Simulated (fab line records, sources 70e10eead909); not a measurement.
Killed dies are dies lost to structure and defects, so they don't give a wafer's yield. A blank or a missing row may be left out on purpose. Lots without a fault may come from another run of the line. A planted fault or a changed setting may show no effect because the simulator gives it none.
Chamber matching | flow nand_harc | NHARC_A_DECK1_JOINT_ETCHBACK_00 on rie_si-04: 4 sister chambers
The step etches the open film in HBr, target depth 30 nm, time 17.4 s. 4 wafers are shown with their chamber, then 8 later ones without.

WAFERS WITH THEIR CHAMBER
wafer  | chamber | drypump_motor_current_A (A)
L088.1 | 1       | 5.7
L090.1 | 2       | 4.8
L090.5 | 0       | 5.3
L092.1 | 3       | 5.9

WAFERS WITHOUT THEIR CHAMBER
wafer  | drypump_motor_current_A (A)
L092.2 | 5.3
L092.4 | 4.8
L093.1 | 5.8
L093.5 | 4.8
L093.6 | 5.7
L096.1 | 5.7
L096.3 | 5.8
L096.6 | 4.8

WHICH CHAMBER EACH WENT THROUGH
wafer  | from the rows above     | in truth
L092.2 | 0                       | 0
L092.4 | 2                       | 2
L093.1 | can't be placed: 1 or 3 | 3
L093.5 | 2                       | 2
L093.6 | 1                       | 1
L096.1 | 1                       | 1
L096.3 | can't be placed: 1 or 3 | 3
L096.6 | 2                       | 2
Placed correctly: 6 of 8. Can't be placed from these rows: 2 (the true chamber is among the candidates in 2). Placed wrongly: 0.
How it was worked out, from the rows above alone: a wafer's distance from a chamber is the root of the sum, over the readings, of the square of ((its reading less the chamber's mean) divided by the reading's scatter). The wafer belongs to the nearest chamber; if the next one is less than 2 further off, it can't be placed. A chamber's mean is the mean of its shown wafers. The scatter: with one shown wafer a chamber, the root of the mean of the squares of how far each hidden wafer lies from its nearest shown one.
